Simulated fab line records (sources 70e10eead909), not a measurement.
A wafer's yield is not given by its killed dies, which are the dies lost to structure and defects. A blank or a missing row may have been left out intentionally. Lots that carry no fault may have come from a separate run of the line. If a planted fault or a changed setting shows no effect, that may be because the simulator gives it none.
fab line records / flow nandHarc / part 2 of 2: steps 20 to 27 of 27
[record] lots = 5 wafers = 15 lastDay = 24
route steps=1159 shown A_CONTACT@855
lots that met no fault: from a run of the same line without faults
startH: the number of hours between the record's first day and the start of the first shown wafer of the lot / waitH: how many hours have passed since the lot's step before this one / " same as the row above / L1.1+2: a single row standing in for several wafers / - value missing, or start not given / * or withheld: withheld / < > ~ a bound
route shown NAME@n: names a module that has steps shown in the file, with the first one's number in the route / usual: the fault-free wafers' mean and standard deviation / same: alike in all rows / chamber/n: place in a boat / sites: readings site by site / _std_site: standard deviation across them / _edge_site: mean of outer sites minus mean of inner sites / radiusMm: how far each site lies from the wafer's centre / mask NAME#n: copy n / behind: the most recent tool/chamber to have shaped the wafer / hold: the reason the lot was held/the length of the hold in hours/how it ended / device: the n, p or np transistor that did not switch / end of line: the same wafers' tests at the end of the route / for a step that has no rows: nothing shown but its recipe / killed: the dies lost at the first sort to structure and to defects; this is not the yield of the wafer / map: a wafer's dies, marking killed ones x, the rest . and places with no die _
set.NAME: the setting that was run; set.NAME@STEP: the one run at that earlier step / model.NAME: the simulator's own value behind a step, which no gauge read
lots at some steps of the route; a table a step, a row a wafer
services: when a tool's chamber went out of use (startH, in hours from the record's first day, below 0 if earlier), for how many hours, and the reason
[[steps]]
[step NHARC_A_CONTACT_ETCH_123]
[recipe] sourceW = withheld pressureMtorr = 20 biasV = 400 timeS = 253 targetDepthA = 10900 arFlowSccm = withheld c4f8FlowSccm = 11.5 o2FlowSccm = 7.2 chemistry = C4F8/O2/Ar
[same] timeS = 253
lot.wafer=L079.2 tool=harCapEtch-01 chamber=0 startH=388.56 waitH=0.1 rfHoursCounterH=59
lot.wafer=L079.3 tool=harCapEtch-01 chamber=0 startH=388.56 waitH=0.1 rfHoursCounterH=-
lot.wafer=L079.6 tool=harCapEtch-01 chamber=0 startH=388.56 waitH=0.1 rfHoursCounterH=-
lot.wafer=L080.1 tool=harCapEtch-01 chamber=0 startH=398.05 waitH=0.1 rfHoursCounterH=61
lot.wafer=L080.3 tool=harCapEtch-01 chamber=1 startH=398.05 waitH=0.1 rfHoursCounterH=-
lot.wafer=L080.4 tool=harCapEtch-01 chamber=0 startH=398.05 waitH=0.1 rfHoursCounterH=-
lot.wafer=L087.1 tool=harCapEtch-03 chamber=0 startH=454.75 waitH=0.1 rfHoursCounterH=96
lot.wafer=L087.6 tool=harCapEtch-03 chamber=1 startH=454.75 waitH=0.1 rfHoursCounterH=-
lot.wafer=L087.5 tool=harCapEtch-03 chamber=0 startH=454.75 waitH=0.1 rfHoursCounterH=-
lot.wafer=L090.2 tool=harCapEtch-01 chamber=1 startH=485.13 waitH=0.1 rfHoursCounterH=73
lot.wafer=L090.6 tool=harCapEtch-01 chamber=0 startH=485.13 waitH=0.1 rfHoursCounterH=-
lot.wafer=L090.5 tool=harCapEtch-01 chamber=1 startH=485.13 waitH=0.1 rfHoursCounterH=-
lot.wafer=L094.2 tool=harCapEtch-03 chamber=1 startH=501.45 waitH=0.1 rfHoursCounterH=104
lot.wafer=L094.4 tool=harCapEtch-03 chamber=0 startH=501.45 waitH=0.1 rfHoursCounterH=-
lot.wafer=L094.6 tool=harCapEtch-03 chamber=1 startH=501.45 waitH=0.1 rfHoursCounterH=-
[step NHARC_A_CONTACT_ETCH_90]
[recipe] targetDepthA = 400 overEtchFrac = 0.5 timeS = 85.7 ionEnergyEv = 120 ch3fFlowSccm = 50 o2FlowSccm = 30 arFlowSccm = 200 rfW = 500 biasW = 100 chemistry = CH3F/O2
[usual] drypumpMotorCurrentA = 5.6/0.38 oesProductAu = 0.95/0.036 rfVppV = 243.3/1.4 showerheadPlenumPTorr = 2.38/0.088 throttleValvePct = 20.663/0.0096
[same] timeS = 85.7
lot.wafer=L079.3 tool=rieDiel-11 chamber=0 startH=389.28 waitH=0.5 drypumpMotorCurrentA=6.0 oesProductAu=0.92 rfHoursCounterH=4 rfVppV=246.6 showerheadPlenumPTorr=2.50 throttleValvePct=20.656
lot.wafer=L079.2 tool=rieDiel-11 chamber=1 startH=389.28 waitH=0.5 drypumpMotorCurrentA=5.1 oesProductAu=0.92 rfHoursCounterH=4 rfVppV=241.8 showerheadPlenumPTorr=2.31 throttleValvePct=20.668
lot.wafer=L079.6 tool=rieDiel-11 chamber=0 startH=389.28 waitH=0.5 drypumpMotorCurrentA=6.0 oesProductAu=0.92 rfHoursCounterH=- rfVppV=246.4 showerheadPlenumPTorr=2.50 throttleValvePct=20.661
lot.wafer=L080.3 tool=rieDiel-07 chamber=2 startH=398.61 waitH=0.4 drypumpMotorCurrentA=6.7 oesProductAu=0.92 rfHoursCounterH=54 rfVppV=244.5 showerheadPlenumPTorr=2.41 throttleValvePct=20.656
lot.wafer=L080.4 tool=rieDiel-07 chamber=3 startH=398.61 waitH=0.4 drypumpMotorCurrentA=5.4 oesProductAu=0.90 rfHoursCounterH=61 rfVppV=244.0 showerheadPlenumPTorr=2.61 throttleValvePct=20.659
lot.wafer=L080.1 tool=rieDiel-07 chamber=0 startH=398.61 waitH=0.4 drypumpMotorCurrentA=5.3 oesProductAu=0.94 rfHoursCounterH=57 rfVppV=242.8 showerheadPlenumPTorr=2.28 throttleValvePct=20.669
lot.wafer=L087.1 tool=rieDiel-05 chamber=2 startH=455.34 waitH=0.5 drypumpMotorCurrentA=5.6 oesProductAu=0.94 rfHoursCounterH=23 rfVppV=245.0 showerheadPlenumPTorr=2.35 throttleValvePct=20.661
lot.wafer=L087.5 tool=rieDiel-05 chamber=3 startH=455.34 waitH=0.5 drypumpMotorCurrentA=5.5 oesProductAu=0.97 rfHoursCounterH=- rfVppV=242.9 showerheadPlenumPTorr=2.35 throttleValvePct=20.652
lot.wafer=L087.6 tool=rieDiel-05 chamber=0 startH=455.34 waitH=0.5 drypumpMotorCurrentA=5.6 oesProductAu=0.98 rfHoursCounterH=- rfVppV=242.6 showerheadPlenumPTorr=2.30 throttleValvePct=20.659
lot.wafer=L090.2 tool=rieDiel-11 chamber=1 startH=485.68 waitH=0.5 drypumpMotorCurrentA=5.1 oesProductAu=0.92 rfHoursCounterH=35 rfVppV=242.7 showerheadPlenumPTorr=2.30 throttleValvePct=20.662
lot.wafer=L090.6 tool=rieDiel-11 chamber=1 startH=485.68 waitH=0.5 drypumpMotorCurrentA=5.1 oesProductAu=0.93 rfHoursCounterH=- rfVppV=241.7 showerheadPlenumPTorr=2.30 throttleValvePct=20.663
lot.wafer=L090.5 tool=rieDiel-11 chamber=2 startH=485.68 waitH=0.5 drypumpMotorCurrentA=5.1 oesProductAu=0.93 rfHoursCounterH=- rfVppV=241.6 showerheadPlenumPTorr=2.33 throttleValvePct=20.657
lot.wafer=L094.2 tool=rieDiel-11 chamber=3 startH=502.01 waitH=0.5 drypumpMotorCurrentA=5.5 oesProductAu=0.93 rfHoursCounterH=41 rfVppV=244.2 showerheadPlenumPTorr=2.32 throttleValvePct=20.682
lot.wafer=L094.4 tool=rieDiel-11 chamber=0 startH=502.01 waitH=0.5 drypumpMotorCurrentA=6.0 oesProductAu=0.93 rfHoursCounterH=40 rfVppV=243.9 showerheadPlenumPTorr=2.48 throttleValvePct=20.678
lot.wafer=L094.6 tool=rieDiel-11 chamber=2 startH=502.01 waitH=0.5 drypumpMotorCurrentA=5.1 oesProductAu=0.92 rfHoursCounterH=- rfVppV=242.0 showerheadPlenumPTorr=2.33 throttleValvePct=20.665
[step NHARC_A_CONTACT_ETCH_96]
[recipe] targetDepthA = 200 overEtchFrac = 0.5 timeS = 10 ionEnergyEv = 250 c4f6FlowSccm = 25 o2FlowSccm = 20 arFlowSccm = 500 rfW = 600 biasW = 500 chemistry = C4F6/O2
[usual] drypumpMotorCurrentA = 5.6/0.36 oesProductAu = 0.965/0.028 rfVppV = 544.6/3 showerheadPlenumPTorr = 3.81/0.14 throttleValvePct = 26.902/0.0088
[same] timeS = 10
lot.wafer=L079.3 tool=rieDiel-11 chamber=1 startH=- waitH=- drypumpMotorCurrentA=5.1 oesProductAu=0.926 rfHoursCounterH=4 rfVppV=541.3 showerheadPlenumPTorr=3.70 throttleValvePct=26.901
lot.wafer=L079.2 tool=rieDiel-11 chamber=2 startH=- waitH=- drypumpMotorCurrentA=5.1 oesProductAu=0.939 rfHoursCounterH=4 rfVppV=542.0 showerheadPlenumPTorr=3.75 throttleValvePct=26.895
lot.wafer=L079.6 tool=rieDiel-11 chamber=0 startH=- waitH=- drypumpMotorCurrentA=6.0 oesProductAu=0.956 rfHoursCounterH=- rfVppV=547.6 showerheadPlenumPTorr=3.98 throttleValvePct=26.916
lot.wafer=L080.4 tool=rieDiel-07 chamber=2 startH=- waitH=- drypumpMotorCurrentA=6.8 oesProductAu=0.951 rfHoursCounterH=54 rfVppV=546.4 showerheadPlenumPTorr=3.85 throttleValvePct=26.912
lot.wafer=L080.3 tool=rieDiel-07 chamber=0 startH=- waitH=- drypumpMotorCurrentA=5.3 oesProductAu=0.960 rfHoursCounterH=57 rfVppV=542.4 showerheadPlenumPTorr=3.65 throttleValvePct=26.902
lot.wafer=L080.1 tool=rieDiel-07 chamber=1 startH=- waitH=- drypumpMotorCurrentA=6.3 oesProductAu=0.953 rfHoursCounterH=56 rfVppV=549.7 showerheadPlenumPTorr=4.02 throttleValvePct=26.902
lot.wafer=L087.1 tool=rieDiel-05 chamber=1 startH=- waitH=- drypumpMotorCurrentA=5.4 oesProductAu=0.963 rfHoursCounterH=19 rfVppV=545.6 showerheadPlenumPTorr=3.80 throttleValvePct=26.895
lot.wafer=L087.5 tool=rieDiel-05 chamber=3 startH=- waitH=- drypumpMotorCurrentA=5.6 oesProductAu=0.982 rfHoursCounterH=- rfVppV=543.7 showerheadPlenumPTorr=3.77 throttleValvePct=26.906
lot.wafer=L087.6 tool=rieDiel-05 chamber=0 startH=- waitH=- drypumpMotorCurrentA=5.6 oesProductAu=0.991 rfHoursCounterH=- rfVppV=540.5 showerheadPlenumPTorr=3.68 throttleValvePct=26.896
lot.wafer=L090.2 tool=rieDiel-11 chamber=3 startH=- waitH=- drypumpMotorCurrentA=5.5 oesProductAu=0.936 rfHoursCounterH=37 rfVppV=542.4 showerheadPlenumPTorr=3.71 throttleValvePct=26.905
lot.wafer=L090.6 tool=rieDiel-11 chamber=2 startH=- waitH=- drypumpMotorCurrentA=5.1 oesProductAu=0.957 rfHoursCounterH=- rfVppV=543.8 showerheadPlenumPTorr=3.74 throttleValvePct=26.925
lot.wafer=L090.5 tool=rieDiel-11 chamber=3 startH=- waitH=- drypumpMotorCurrentA=5.5 oesProductAu=0.937 rfHoursCounterH=- rfVppV=542.9 showerheadPlenumPTorr=3.71 throttleValvePct=26.899
lot.wafer=L094.2 tool=rieDiel-11 chamber=1 startH=- waitH=- drypumpMotorCurrentA=5.1 oesProductAu=0.961 rfHoursCounterH=38 rfVppV=542.6 showerheadPlenumPTorr=3.68 throttleValvePct=26.916
lot.wafer=L094.4 tool=rieDiel-11 chamber=2 startH=- waitH=- drypumpMotorCurrentA=5.1 oesProductAu=0.951 rfHoursCounterH=39 rfVppV=543.8 showerheadPlenumPTorr=3.73 throttleValvePct=26.896
lot.wafer=L094.6 tool=rieDiel-11 chamber=0 startH=- waitH=- drypumpMotorCurrentA=6.0 oesProductAu=0.952 rfHoursCounterH=- rfVppV=548.3 showerheadPlenumPTorr=3.96 throttleValvePct=26.898
[step NHARC_A_CONTACT_CD_MEAS_53]
[usual] cdNm = 189.6/0.87
lot.wafer=L079.2 tool=cdSem-02 chamber=- startH=389.49 waitH=- cdNm=188.6
lot.wafer=L079.3 tool=cdSem-02 chamber=- startH=389.49 waitH=- cdNm=190.6
lot.wafer=L079.6 tool=cdSem-02 chamber=- startH=389.49 waitH=- cdNm=190.3
lot.wafer=L080.1 tool=cdSem-03 chamber=- startH=398.81 waitH=- cdNm=187.7
lot.wafer=L080.3 tool=cdSem-03 chamber=- startH=398.81 waitH=- cdNm=188.2
lot.wafer=L080.4 tool=cdSem-03 chamber=- startH=398.81 waitH=- cdNm=188.0
lot.wafer=L087.1 tool=cdSem-03 chamber=- startH=455.51 waitH=- cdNm=189.4
lot.wafer=L087.5 tool=cdSem-03 chamber=- startH=455.51 waitH=- cdNm=189.5
lot.wafer=L087.6 tool=cdSem-03 chamber=- startH=455.51 waitH=- cdNm=189.4
lot.wafer=L090.2 tool=cdSem-01 chamber=- startH=485.90 waitH=- cdNm=189.0
lot.wafer=L090.5 tool=cdSem-01 chamber=- startH=485.90 waitH=- cdNm=189.3
lot.wafer=L090.6 tool=cdSem-01 chamber=- startH=485.90 waitH=- cdNm=189.0
lot.wafer=L094.2 tool=cdSem-03 chamber=- startH=502.21 waitH=- cdNm=190.4
lot.wafer=L094.4 tool=cdSem-03 chamber=- startH=502.21 waitH=- cdNm=190.6
lot.wafer=L094.6 tool=cdSem-03 chamber=- startH=502.21 waitH=- cdNm=189.9
[step NHARC_A_CONTACT_STRIP_99]
[recipe] n2FlowSccm = 150 h2FlowSccm = 150 arFlowSccm = 0 biasW = 0 chemistry = N2/H2
lot.wafer=L079.3+2+6 tool=rieDiel-05 chamber=3,0,3 startH=389.56 waitH=0.1
lot.wafer=L080.3+4+1 tool=rieDiel-07 chamber=0,2,3 startH=398.90 waitH=0.1
lot.wafer=L087.1+5+6 tool=rieDiel-07 chamber=3,3,0 startH=455.59 waitH=0.1
lot.wafer=L090.2+6+5 tool=rieDiel-11 chamber=0,2,3 startH=485.99 waitH=0.1
lot.wafer=L094.2+4+6 tool=rieDiel-07 chamber=3,1,0 startH=502.29 waitH=0.1
[step NHARC_A_CONTACT_STRIP_100]
[recipe] cf4FlowSccm = 100 chf3FlowSccm = 30 arFlowSccm = 0 biasW = 0 chemistry = CF4/CHF3
lot.wafer=L079.2+3+6 tool=rieDiel-05 chamber=1,3,2 startH=389.65 waitH=0.1
lot.wafer=L080.4+1+3 tool=rieDiel-07 chamber=3,0,1 startH=399.00 waitH=0.1
lot.wafer=L087.1+5+6 tool=rieDiel-07 chamber=1,3,0 startH=455.69 waitH=0.1
lot.wafer=L090.2+6+5 tool=rieDiel-11 chamber=2,0,1 startH=486.07 waitH=0.1
lot.wafer=L094.2+4+6 tool=rieDiel-07 chamber=0,3,0 startH=502.47 waitH=0.2
[step NHARC_A_CONTACT_STRIP_101]
[recipe] o2FlowSccm = 400 cosFlowSccm = 20 arFlowSccm = 0 biasW = 0 chemistry = O2/COS
lot.wafer=L079.3+2+6 tool=rieDiel-05 chamber=3,0,3 startH=389.71 waitH=0.1
lot.wafer=L080.3+1+4 tool=rieDiel-07 chamber=3,0,2 startH=399.05 waitH=0.0
lot.wafer=L087.1+5+6 tool=rieDiel-07 chamber=2,1,2 startH=455.75 waitH=0.1
lot.wafer=L090.2+5+6 tool=rieDiel-11 chamber=2,3,0 startH=486.13 waitH=0.1
lot.wafer=L094.2+4+6 tool=rieDiel-07 chamber=2,3,3 startH=502.73 waitH=0.3
[step NHARC_A_CONTACT_ETCH_102]
[recipe] targetDepthA = 700 overetchA = 70 timeS = 38.5 ionEnergyEv = 100 cf4FlowSccm = 80 o2FlowSccm = 20 arFlowSccm = 0 rfW = 300 biasW = 100 chemistry = CF4/O2
[usual] drypumpMotorCurrentA = 5.6/0.43 oesProductAu = 1.001/0.013 rfVppV = 197.1/1.4 showerheadPlenumPTorr = 1.30/0.057 throttleValvePct = 13.397/0.0089
[same] timeS = 38.5
lot.wafer=L079.3 tool=rieDiel-05 chamber=3 startH=389.78 waitH=0.1 drypumpMotorCurrentA=5.5 oesProductAu=1.010 rfHoursCounterH=10 rfVppV=196.9 showerheadPlenumPTorr=1.28 throttleValvePct=13.401
lot.wafer=L079.2 tool=rieDiel-05 chamber=1 startH=389.78 waitH=0.1 drypumpMotorCurrentA=5.4 oesProductAu=1.005 rfHoursCounterH=10 rfVppV=197.0 showerheadPlenumPTorr=1.29 throttleValvePct=13.406
lot.wafer=L079.6 tool=rieDiel-05 chamber=3 startH=389.78 waitH=0.1 drypumpMotorCurrentA=5.5 oesProductAu=1.007 rfHoursCounterH=- rfVppV=196.5 showerheadPlenumPTorr=1.28 throttleValvePct=13.390
lot.wafer=L080.3 tool=rieDiel-07 chamber=0 startH=399.12 waitH=0.1 drypumpMotorCurrentA=5.3 oesProductAu=1.014 rfHoursCounterH=57 rfVppV=195.3 showerheadPlenumPTorr=1.24 throttleValvePct=13.380
lot.wafer=L080.4 tool=rieDiel-07 chamber=2 startH=399.12 waitH=0.1 drypumpMotorCurrentA=6.8 oesProductAu=0.998 rfHoursCounterH=54 rfVppV=198.0 showerheadPlenumPTorr=1.31 throttleValvePct=13.406
lot.wafer=L080.1 tool=rieDiel-07 chamber=3 startH=399.12 waitH=0.1 drypumpMotorCurrentA=5.4 oesProductAu=0.988 rfHoursCounterH=61 rfVppV=199.9 showerheadPlenumPTorr=1.42 throttleValvePct=13.390
lot.wafer=L087.1 tool=rieDiel-07 chamber=2 startH=455.82 waitH=0.1 drypumpMotorCurrentA=6.7 oesProductAu=0.990 rfHoursCounterH=19 rfVppV=197.0 showerheadPlenumPTorr=1.30 throttleValvePct=13.389
lot.wafer=L087.5 tool=rieDiel-07 chamber=3 startH=455.82 waitH=0.1 drypumpMotorCurrentA=5.4 oesProductAu=0.989 rfHoursCounterH=- rfVppV=199.1 showerheadPlenumPTorr=1.42 throttleValvePct=13.398
lot.wafer=L087.6 tool=rieDiel-07 chamber=0 startH=455.82 waitH=0.1 drypumpMotorCurrentA=5.3 oesProductAu=1.023 rfHoursCounterH=- rfVppV=200.8 showerheadPlenumPTorr=1.44 throttleValvePct=13.399
lot.wafer=L090.2 tool=rieDiel-11 chamber=3 startH=486.19 waitH=0.1 drypumpMotorCurrentA=5.4 oesProductAu=0.998 rfHoursCounterH=37 rfVppV=196.2 showerheadPlenumPTorr=1.26 throttleValvePct=13.407
lot.wafer=L090.5 tool=rieDiel-11 chamber=2 startH=486.19 waitH=0.1 drypumpMotorCurrentA=5.1 oesProductAu=0.995 rfHoursCounterH=- rfVppV=196.0 showerheadPlenumPTorr=1.27 throttleValvePct=13.394
lot.wafer=L090.6 tool=rieDiel-11 chamber=3 startH=486.19 waitH=0.1 drypumpMotorCurrentA=5.4 oesProductAu=0.995 rfHoursCounterH=- rfVppV=195.9 showerheadPlenumPTorr=1.26 throttleValvePct=13.387
lot.wafer=L094.4 tool=rieDiel-07 chamber=1 startH=502.81 waitH=0.1 drypumpMotorCurrentA=6.3 oesProductAu=1.018 rfHoursCounterH=27 rfVppV=198.5 showerheadPlenumPTorr=1.36 throttleValvePct=13.389
lot.wafer=L094.2 tool=rieDiel-07 chamber=2 startH=502.81 waitH=0.1 drypumpMotorCurrentA=6.7 oesProductAu=0.994 rfHoursCounterH=30 rfVppV=197.6 showerheadPlenumPTorr=1.30 throttleValvePct=13.397
lot.wafer=L094.6 tool=rieDiel-07 chamber=3 startH=502.81 waitH=0.1 drypumpMotorCurrentA=5.4 oesProductAu=0.999 rfHoursCounterH=- rfVppV=198.8 showerheadPlenumPTorr=1.41 throttleValvePct=13.396
[[services]]
tool=rieDiel-11 chamber=- startH=369.76 hours=9.0 kind=pm
tool=rieDiel-11 chamber=0 startH=369.76 hours=9.0 kind=ventCycle
tool=rieDiel-11 chamber=1 startH=369.76 hours=9.0 kind=ventCycle
tool=rieDiel-11 chamber=2 startH=369.76 hours=9.0 kind=ventCycle
tool=rieDiel-11 chamber=3 startH=369.76 hours=9.0 kind=ventCycle
tool=rieDiel-11 chamber=0 startH=378.76 hours=- kind=clean
tool=rieDiel-11 chamber=1 startH=378.76 hours=- kind=clean
tool=rieDiel-11 chamber=1 startH=378.76 hours=- kind=consumableReplace:focusRing
tool=rieDiel-11 chamber=2 startH=378.76 hours=- kind=clean
tool=rieDiel-11 chamber=3 startH=378.76 hours=- kind=clean
tool=rieDiel-05 chamber=1 startH=402.40 hours=9.1 kind=repair
tool=rieDiel-11 chamber=0 startH=403.40 hours=- kind=clean
tool=rieDiel-11 chamber=1 startH=403.40 hours=- kind=clean
tool=rieDiel-11 chamber=2 startH=403.40 hours=- kind=clean
tool=rieDiel-11 chamber=3 startH=403.40 hours=- kind=clean
tool=rieDiel-05 chamber=3 startH=404.23 hours=2.5 kind=repair
tool=rieDiel-07 chamber=- startH=405.52 hours=9.0 kind=pm
tool=rieDiel-11 chamber=0 startH=427.90 hours=- kind=clean
tool=rieDiel-11 chamber=1 startH=427.90 hours=- kind=clean
tool=rieDiel-11 chamber=2 startH=427.90 hours=- kind=clean
tool=rieDiel-11 chamber=3 startH=427.90 hours=- kind=clean
tool=rieDiel-07 chamber=3 startH=470.36 hours=5.2 kind=repair
tool=rieDiel-05 chamber=2 startH=490.41 hours=3.5 kind=repair
tool=rieDiel-05 chamber=1 startH=500.95 hours=8.1 kind=repair
